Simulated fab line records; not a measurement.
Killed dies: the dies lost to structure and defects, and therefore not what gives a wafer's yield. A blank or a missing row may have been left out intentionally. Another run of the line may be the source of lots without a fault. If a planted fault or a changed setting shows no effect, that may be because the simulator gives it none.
Problem report in the 8D (eight disciplines) form, filled by code | flow n5Finfet | the parts of the form that need people (team, actions taken, sign-off) are left out

## 1. THE ISSUE
On 2 wafers of 1 lot, killed_at_M4_up at N5_PASSIVATION_PROBE_49 has a mean of 70; fault-free wafers read 15, standard deviation 5.3. That puts it +10 standard deviations away from the usual mean.
Earliest sighting: wafer L216.4 on prober-02 at day 17 07:32. At this step, 11 wafers from 4 lots have a number in the record. By rule, "out" or "out of limits" means more than 4 standard deviations away from the usual mean. The rest of the wafers with a number are treated as sound.

## 2. WHAT IT IS; WHAT IT IS NOT
question                    | is                     | is not
which readings at this step | killed_at_M4_up        | killed_at_M0_to_M3, killedAtContacts, killedAtFrontEnd, killedAtOther, killedOpen, killedShort, sort_bin_4_leakage, sort_bin_6_memory, sort_bin_8_speed
which lots                  | L216                   | L221, L224, L234
which wafers of those lots  | all that have a number | -
read on which tools         | prober-02              | prober-01
when                        | from day 17 07:32      | up to then (0 sound wafers); but 9 sound wafers of L221, L224, L234 came after

## 3. WHAT RULES OUT EACH SUSPECT
Counting: any tool at a process step up to the reading is kept as a suspect provided that every lot that is out went through it and no sound lot did after the first of them.
- pvdSputter-02 at N5_BEOL_M9_SPUTTER_48 (material Cu, target thk 12 nm, time 2 s): kept. It ran the lot that is out, L216 (day 14 20:01), and no sound lot after that.
- pvdSputter-02 at N5_PASSIVATION_SPUTTER_20 (material TaN, target thk 50 nm): ruled out as a lasting fault. After its first lot that is out, L216 (day 17 01:40), sound lots L221, L224 ran on it.
- rieDiel-05 at N5_PASSIVATION_STRIP_34 (strips in O2): kept. It ran the lot that is out, L216 (day 17 03:03), and no sound lot after that.
- pecvd-01 at N5_PASSIVATION_PECVD_35 (deposits SiNx from SiH4/NH3/N2, target thk 700 nm, time 151.3 s): ruled out as a lasting fault. After its first lot that is out, L216 (day 17 03:43), sound lots L224, L234 ran on it.
- prober-02 at N5_PASSIVATION_PROBE_49: ruled out as a lasting fault. After its first lot that is out, L216 (day 17 07:32), sound lots L221, L234 ran on it.
What counting leaves: pvdSputter-02 at N5_BEOL_M9_SPUTTER_48 and rieDiel-05 at N5_PASSIVATION_STRIP_34.

## 4. THE CAUSE (what the simulator had put in)
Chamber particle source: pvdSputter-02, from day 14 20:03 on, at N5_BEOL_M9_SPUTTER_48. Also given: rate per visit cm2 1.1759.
Counting left 2 suspects, and this tool is among them.

## 5. THE EFFECT CHAIN, in route order
Each row: a reading whose mean over the struck wafers that have a number lies more than 3 standard deviations from the usual. Only readings whose record carries a usual standard deviation are examined. hours: median over the lots of the time between each lot's start at the first step of this table that gives one and its start at this step. sigmas: the change, counted in usual standard deviations.
hours | step                    | reading         | usual | on struck wafers | change | sigmas
0     | N5_PASSIVATION_PROBE_49 | killed_at_M4_up | 15    | 70               | +56    | +10
The process steps in it:
- N5_PASSIVATION_PROBE_49

## 6. WHAT WOULD HAVE CAUGHT IT SOONER
In this record no reading fell out of limits until day 17 07:32, 59 hours after the fault had begun at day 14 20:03.
No tool reading at N5_BEOL_M9_SPUTTER_48 that has a usual standard deviation in the record was out on any struck wafer, so an alarm limit of 4 standard deviations on those readings would not have fired.
Lots out: 1; all had begun N5_BEOL_M9_SPUTTER_48 on pvdSputter-02 by day 17 07:32. Holding the tool at that point would not have protected any of them.
